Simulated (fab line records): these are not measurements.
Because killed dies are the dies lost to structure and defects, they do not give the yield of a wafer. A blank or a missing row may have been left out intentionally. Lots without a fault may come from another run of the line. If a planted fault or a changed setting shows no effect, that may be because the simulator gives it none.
Which tool is to blame? + flow n5_finfet + 24 lots with 72 wafers sampled at 6 steps, on a route of 1938 steps

## WHAT EACH GAUGE READ, for each wafer
N5_START_INSPECT_01: inspects for defects (unpatterned scan).
| lot  | measured    | on                | raw_defect_count |
|------|-------------|-------------------|------------------|
| L074 | day 1 12:02 | defect_inspect-01 | 9 3 4            |
| L075 | day 1 18:02 | defect_inspect-02 | 4 5 6            |
| L076 | day 2 00:02 | defect_inspect-01 | 9 8 6            |
| L077 | day 2 06:02 | defect_inspect-01 | 6 9 6            |
| L078 | day 2 12:02 | defect_inspect-01 | 1 4 5            |
| L079 | day 2 18:02 | defect_inspect-02 | 13 3 7           |
| L080 | day 3 00:02 | defect_inspect-01 | 5 4 3            |
| L081 | day 3 06:02 | defect_inspect-01 | 2 8 9            |
| L082 | day 3 12:02 | defect_inspect-02 | 7 4 8            |
| L083 | day 3 18:02 | defect_inspect-01 | 6 4 11           |
| L084 | day 4 00:02 | defect_inspect-01 | 3 7 7            |
| L085 | day 4 06:02 | defect_inspect-01 | 6 1 6            |
| L086 | day 4 12:02 | defect_inspect-01 | 7 7 4            |
| L087 | day 4 18:02 | defect_inspect-02 | 8 4 5            |
| L088 | day 5 00:02 | defect_inspect-01 | 5 5 4            |
| L089 | day 5 06:02 | defect_inspect-01 | 3 8 3            |
| L090 | day 5 12:02 | defect_inspect-01 | 6 5 9            |
| L091 | day 5 18:02 | defect_inspect-01 | 8 2 2            |
| L092 | day 6 00:02 | defect_inspect-01 | 7 6 4            |
| L093 | day 6 06:02 | defect_inspect-02 | 7 5 4            |
| L094 | day 6 12:02 | defect_inspect-02 | 5 7 5            |
| L095 | day 6 18:02 | defect_inspect-01 | 8 6 6            |
| L096 | day 7 00:02 | defect_inspect-01 | 10 1 7           |
| L097 | day 7 06:02 | defect_inspect-02 | 6 2 5            |

N5_WELL_APT_INSPECT_10: inspects for defects (macro).
| lot  | measured    | on                | raw_defect_count |
|------|-------------|-------------------|------------------|
| L074 | day 1 13:44 | defect_inspect-01 | 1 3 1            |
| L075 | day 1 19:44 | defect_inspect-01 | 4 1 3            |
| L076 | day 2 01:44 | defect_inspect-02 | 2 2 1            |
| L077 | day 2 07:38 | defect_inspect-01 | 1 0 4            |
| L078 | day 2 13:59 | defect_inspect-02 | 0 1 3            |
| L079 | day 2 19:46 | defect_inspect-01 | 2 4 2            |
| L080 | day 3 01:53 | defect_inspect-02 | 0 2 3            |
| L081 | day 3 07:37 | defect_inspect-02 | 2 4 1            |
| L082 | day 3 13:37 | defect_inspect-01 | 2 1 2            |
| L083 | day 3 19:37 | defect_inspect-01 | 3 2 2            |
| L084 | day 4 01:46 | defect_inspect-01 | 1 1 2            |
| L085 | day 4 07:47 | defect_inspect-01 | 3 2 3            |
| L086 | day 4 14:25 | defect_inspect-01 | 1 2 4            |
| L087 | day 4 19:56 | defect_inspect-01 | 1 2 1            |
| L088 | day 5 01:49 | defect_inspect-02 | 1 3 1            |
| L089 | day 5 07:51 | defect_inspect-02 | 3 1 1            |
| L090 | day 5 13:37 | defect_inspect-01 | 2 2 0            |
| L091 | day 5 19:37 | defect_inspect-02 | 2 1 3            |
| L092 | day 6 02:45 | defect_inspect-01 | 3 2 3            |
| L093 | day 6 08:04 | defect_inspect-02 | 3 1 2            |
| L094 | day 6 14:28 | defect_inspect-01 | 3 3 1            |
| L095 | day 6 21:34 | defect_inspect-01 | 3 1 2            |
| L096 | day 7 02:37 | defect_inspect-01 | 1 3 0            |
| L097 | day 7 07:37 | defect_inspect-02 | 0 2 2            |

N5_FIN_SAQP_CD_MEAS_31: the cd target is 8 nm.
| lot  | measured    | on        | cd_nm (nm)     |
|------|-------------|-----------|----------------|
| L074 | day 2 01:47 | cd_sem-01 | 8.19 8.22 7.87 |
| L075 | day 2 07:05 | cd_sem-03 | 8.01 8.33 8.54 |
| L076 | day 2 14:06 | cd_sem-02 | 8.04 7.70 7.91 |
| L077 | day 2 20:37 | cd_sem-02 | 7.89 7.93 8.23 |
| L078 | day 3 02:17 | cd_sem-02 | 8.27 8.17 8.03 |
| L079 | day 3 07:40 | cd_sem-02 | 8.08 8.11 8.06 |
| L080 | day 3 12:54 | cd_sem-01 | 7.95 8.51 7.91 |
| L081 | day 3 19:10 | cd_sem-02 | 8.19 8.09 7.99 |
| L082 | day 4 02:59 | cd_sem-01 | 8.09 8.47 7.97 |
| L083 | day 4 07:24 | cd_sem-02 | 8.06 7.92 8.45 |
| L084 | day 4 13:41 | cd_sem-02 | 7.65 8.09 7.76 |
| L085 | day 4 19:41 | cd_sem-01 | 8.11 7.89 8.12 |
| L086 | day 5 06:05 | cd_sem-01 | 7.97 8.14 8.19 |
| L087 | day 5 09:02 | cd_sem-03 | 7.84 7.88 8.25 |
| L088 | day 5 14:18 | cd_sem-01 | 8.01 8.12 8.32 |
| L089 | day 5 22:40 | cd_sem-03 | 8.10 8.01 7.93 |
| L090 | day 6 02:43 | cd_sem-01 | 8.24 7.98 8.15 |
| L091 | day 6 09:08 | cd_sem-02 | 8.35 8.36 8.05 |
| L092 | day 6 14:28 | cd_sem-01 | 7.91 8.03 8.33 |
| L093 | day 6 21:37 | cd_sem-02 | 8.10 7.82 7.93 |
| L094 | day 7 04:28 | cd_sem-01 | 8.19 8.22 8.29 |
| L095 | day 7 10:15 | cd_sem-03 | 8.62 8.32 8.23 |
| L096 | day 7 16:37 | cd_sem-01 | 8.24 8.05 8.28 |
| L097 | day 7 20:17 | cd_sem-02 | 7.81 8.15 7.99 |

N5_FIN_SAQP_INSPECT_40: inspects for defects (brightfield).
| lot  | measured    | on                | raw_defect_count |
|------|-------------|-------------------|------------------|
| L074 | day 2 02:23 | defect_inspect-01 | 190 160 271      |
| L075 | day 2 07:46 | defect_inspect-01 | 146 251 252      |
| L076 | day 2 14:41 | defect_inspect-01 | 205 271 333      |
| L077 | day 2 21:12 | defect_inspect-01 | 257 228 249      |
| L078 | day 3 02:52 | defect_inspect-01 | 217 249 357      |
| L079 | day 3 08:15 | defect_inspect-01 | 282 274 198      |
| L080 | day 3 13:34 | defect_inspect-02 | 253 182 265      |
| L081 | day 3 19:44 | defect_inspect-02 | 258 179 337      |
| L082 | day 4 03:41 | defect_inspect-02 | 193 137 164      |
| L083 | day 4 07:59 | defect_inspect-01 | 243 155 209      |
| L084 | day 4 14:17 | defect_inspect-02 | 298 211 328      |
| L085 | day 4 20:17 | defect_inspect-01 | 126 102 196      |
| L086 | day 5 06:48 | defect_inspect-02 | 276 218 170      |
| L087 | day 5 09:38 | defect_inspect-02 | 204 361 323      |
| L088 | day 5 14:55 | defect_inspect-02 | 218 239 176      |
| L089 | day 5 23:28 | defect_inspect-01 | 162 277 249      |
| L090 | day 6 03:26 | defect_inspect-01 | 280 297 494      |
| L091 | day 6 09:43 | defect_inspect-01 | 186 202 194      |
| L092 | day 6 15:07 | defect_inspect-01 | 235 200 233      |
| L093 | day 6 22:12 | defect_inspect-01 | 102 202 185      |
| L094 | day 7 05:06 | defect_inspect-02 | 260 223 182      |
| L095 | day 7 11:13 | defect_inspect-02 | 256 182 257      |
| L096 | day 7 17:19 | defect_inspect-02 | 252 195 296      |
| L097 | day 7 20:52 | defect_inspect-01 | 261 292 176      |

N5_FIN_CUT_INSPECT_10: inspects for defects (brightfield).
| lot  | measured    | on                | raw_defect_count |
|------|-------------|-------------------|------------------|
| L074 | day 2 02:53 | defect_inspect-01 | 42 32 44         |
| L075 | day 2 08:17 | defect_inspect-01 | 25 49 42         |
| L076 | day 2 15:11 | defect_inspect-02 | 36 44 61         |
| L077 | day 2 21:35 | defect_inspect-01 | 46 39 30         |
| L078 | day 3 03:23 | defect_inspect-02 | 37 53 60         |
| L079 | day 3 08:38 | defect_inspect-02 | 43 47 44         |
| L080 | day 3 13:58 | defect_inspect-01 | 39 40 35         |
| L081 | day 3 20:16 | defect_inspect-01 | 36 29 46         |
| L082 | day 4 04:12 | defect_inspect-01 | 34 32 41         |
| L083 | day 4 08:23 | defect_inspect-02 | 62 36 41         |
| L084 | day 4 14:41 | defect_inspect-01 | 42 39 40         |
| L085 | day 4 20:48 | defect_inspect-02 | 26 22 48         |
| L086 | day 5 07:11 | defect_inspect-01 | 32 24 23         |
| L087 | day 5 10:09 | defect_inspect-02 | 37 56 69         |
| L088 | day 5 15:18 | defect_inspect-02 | 49 34 33         |
| L089 | day 5 23:59 | defect_inspect-02 | 24 42 25         |
| L090 | day 6 03:49 | defect_inspect-02 | 57 58 72         |
| L091 | day 6 10:06 | defect_inspect-02 | 47 31 30         |
| L092 | day 6 15:30 | defect_inspect-01 | 41 27 38         |
| L093 | day 6 22:43 | defect_inspect-01 | 24 36 24         |
| L094 | day 7 05:29 | defect_inspect-01 | 31 36 26         |
| L095 | day 7 11:37 | defect_inspect-02 | 58 36 34         |
| L096 | day 7 17:50 | defect_inspect-01 | 36 35 41         |
| L097 | day 7 21:23 | defect_inspect-02 | 41 56 38         |

## WHAT TOOL EACH LOT RAN ON (gives the tool, then ch and the chambers of the sampled wafers, and finally the start)
| lot  | N5_PMOS_HMC_CHANNEL_EPI_FIN_RECESS_16 |
|------|---------------------------------------|
| L074 | rie_si-06 ch 1,3, day 1 17:40         |
| L075 | rie_si-06 ch 0,1,3, day 1 23:42       |
| L076 | rie_si-02 ch 0,1,3, day 2 05:31       |
| L077 | rie_si-04 ch 2,3, day 2 12:20         |
| L078 | rie_si-06 ch 0,2,3, day 2 17:59       |
| L079 | rie_si-06 ch 0,1,3, day 3 00:11       |
| L080 | rie_si-04 ch 0,1,3, day 3 05:46       |
| L081 | rie_si-04 ch 0,1,3, day 3 11:35       |
| L082 | rie_si-06 ch 0,2,3, day 3 18:19       |
| L083 | rie_si-02 ch 1,2,3, day 3 23:47       |
| L084 | rie_si-06 ch 0,1,2, day 4 05:41       |
| L085 | rie_si-02 ch 0,2,3, day 4 11:35       |
| L086 | rie_si-02 ch 0,1,3, day 4 18:35       |
| L087 | rie_si-06 ch 1,3, day 5 00:18         |
| L088 | rie_si-06 ch 2, day 5 06:01           |
| L089 | rie_si-02 ch 0,1, day 5 12:35         |
| L090 | rie_si-02 ch 0,2, day 5 18:10         |
| L091 | rie_si-02 ch 0,1,2, day 6 01:21       |
| L092 | rie_si-02 ch 1,2,3, day 6 07:02       |
| L093 | rie_si-04 ch 1,2,3, day 6 13:16       |
| L094 | rie_si-06 ch 0,2,3, day 6 20:30       |
| L095 | rie_si-02 ch 1,2,3, day 7 02:08       |
| L096 | rie_si-02 ch 1,2,3, day 7 06:59       |
| L097 | rie_si-02 ch 1,2,3, day 7 12:38       |
- N5_PMOS_HMC_CHANNEL_EPI_FIN_RECESS_16: chemistry HBr/Cl2, target Si, target depth 54 nm, time 18 s.

## WHAT THE TOOLS THEMSELVES READ (means of the sampled wafers that have a number; where no wafer has one, the mark that the record gives instead)
N5_PMOS_HMC_CHANNEL_EPI_FIN_RECESS_16.
| lot  | tool      | drypump_motor_current_A (A) | oes_product_au (a.u.) | throttle_valve_pct (%) |
|------|-----------|-----------------------------|-----------------------|------------------------|
| L074 | rie_si-06 | 5.6                         | 0.982                 | 35.8                   |
| L075 | rie_si-06 | 5.8                         | 0.980                 | 35.9                   |
| L076 | rie_si-02 | 6.2                         | 1.009                 | 35.5                   |
| L077 | rie_si-04 | 5.9                         | 0.999                 | 35.2                   |
| L078 | rie_si-06 | 5.6                         | 0.986                 | 35.9                   |
| L079 | rie_si-06 | 5.8                         | 0.980                 | 35.9                   |
| L080 | rie_si-04 | 5.7                         | 1.005                 | 35.3                   |
| L081 | rie_si-04 | 5.7                         | 0.994                 | 35.3                   |
| L082 | rie_si-06 | 5.6                         | 0.982                 | 35.9                   |
| L083 | rie_si-02 | 6.2                         | 1.004                 | 35.4                   |
| L084 | rie_si-06 | 5.6                         | 0.984                 | 35.8                   |
| L085 | rie_si-02 | 6.0                         | 1.024                 | 35.4                   |
| L086 | rie_si-02 | 6.2                         | 1.007                 | 35.5                   |
| L087 | rie_si-06 | 5.6                         | 0.980                 | 35.8                   |
| L088 | rie_si-06 | 5.1                         | 1.028                 | 35.6                   |
| L089 | rie_si-02 | 6.3                         | 0.994                 | 35.2                   |
| L090 | rie_si-02 | 5.9                         | 1.022                 | 35.0                   |
| L091 | rie_si-02 | 6.1                         | 1.016                 | 35.1                   |
| L092 | rie_si-02 | 6.2                         | 0.996                 | 35.4                   |
| L093 | rie_si-04 | 5.7                         | 1.012                 | 35.1                   |
| L094 | rie_si-06 | 5.6                         | 0.994                 | 35.8                   |
| L095 | rie_si-02 | 6.2                         | 1.003                 | 35.4                   |
| L096 | rie_si-02 | 6.2                         | 1.009                 | 35.4                   |
| L097 | rie_si-02 | 6.2                         | 1.007                 | 35.4                   |

## THE ANSWER, worked out from the rows above alone
Rule: the lots themselves supply what counts as usual. Put in order of their means at a reading, lots are off if they are a third of the lots or fewer, leave a main group of 4 or more, and stand apart from it by a gap of 3 or more times the standard deviation of the main group's means; of several such gaps the widest counts. The tables above print the reading to a certain number of digits; a main group whose means all agree to those digits is not used. Also off: a lot with no number at a reading for which 4 or more lots have one. Where the step has rows for the other lots, those lots are counted as sound. The gauges are gone through in route order, then the tools' own readings, and for those a lot's mean is taken as printed above. The first step at which some lot is off is used, and at that step the reading that is off furthest; a lot without a number counts as furthest.
No lot is off on any of the readings shown, so nothing can be concluded from this.

## WHAT WAS PUT IN BY THE SIMULATOR
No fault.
